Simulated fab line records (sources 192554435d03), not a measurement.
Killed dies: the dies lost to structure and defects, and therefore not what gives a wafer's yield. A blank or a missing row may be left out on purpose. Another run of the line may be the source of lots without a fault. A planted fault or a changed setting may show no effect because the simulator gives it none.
Matching of chambers    flow n5-finfet    N5_FIN_SAQP_ETCH_51 on rie-diel-05: 4 sister chambers
The step etches SiARC in CF4, target depth 45.5 nm, time 75.8 s. 14 wafers are shown with their chamber, then 7 later ones without.

WAFERS PAIRED WITH THEIR CHAMBERS
wafer   chamber  drypump-motor-current-A (A)  showerhead-plenum-p-Torr (Torr)  throttle-valve-pct (%)
L075.2  3        5.5                          2.24                             15.50
L075.4  1        6.3                          2.11                             15.72
L075.6  3        5.4                          2.24                             15.48
L078.1  2        5.7                          2.14                             15.40
L078.3  0        6.1                          2.16                             15.55
L078.4  2        5.7                          2.14                             15.40
L087.3  0        6.1                          2.16                             15.58
L087.4  3        5.5                          2.23                             15.54
L087.6  2        5.7                          2.13                             15.43
L093.3  0        6.1                          2.15                             15.61
L093.5  3        5.5                          2.23                             15.56
L093.6  0        6.2                          2.15                             15.62
L095.1  0        6.1                          2.15                             15.62
L095.4  3        5.5                          2.22                             15.58

SIGNATURES, as means of the wafers listed above
reading                   chamber 0  chamber 1  chamber 2  chamber 3  scatter within a chamber
drypump-motor-current-A   6.120      6.300      5.700      5.480      0.04
showerhead-plenum-p-Torr  2.1540     2.1100     2.1367     2.2320     0.00683
throttle-valve-pct        15.5960    15.7200    15.4100    15.5320    0.0335
Rule: distance of a wafer from a chamber = root of the sum over the readings of ((wafer's reading minus chamber's mean) / reading's scatter) squared. If the next closest chamber is less than 2 further off than the closest, the wafer can't be placed; otherwise it belongs to the closest. The scatter is the square root of a quotient: the sum, over the shown wafers, of each reading's squared deviation from its chamber's mean, divided by wafers minus chambers.

WAFERS WHOSE CHAMBER IS MISSING
wafer   drypump-motor-current-A (A)  showerhead-plenum-p-Torr (Torr)  throttle-valve-pct (%)
L095.6  6.1                          2.15                             15.61
L096.1  6.1                          2.15                             15.62
L096.3  6.3                          2.10                             15.29
L096.6  6.1                          2.15                             15.62
L097.1  5.5                          2.22                             15.57
L097.2  6.1                          2.15                             15.62
L097.6  5.7                          2.13                             15.47

WHICH CHAMBER EACH ONE RAN IN
wafer   from the rows above      in truth
L095.6  0                        0
L096.1  0                        0
L096.3  can't be placed: 0 or 1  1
L096.6  0                        0
L097.1  3                        3
L097.2  0                        0
L097.6  2                        2
6 of 7 placed correctly. Can't be placed from these rows: 1 (the true chamber is among the candidates in 1). 0 placed wrongly.
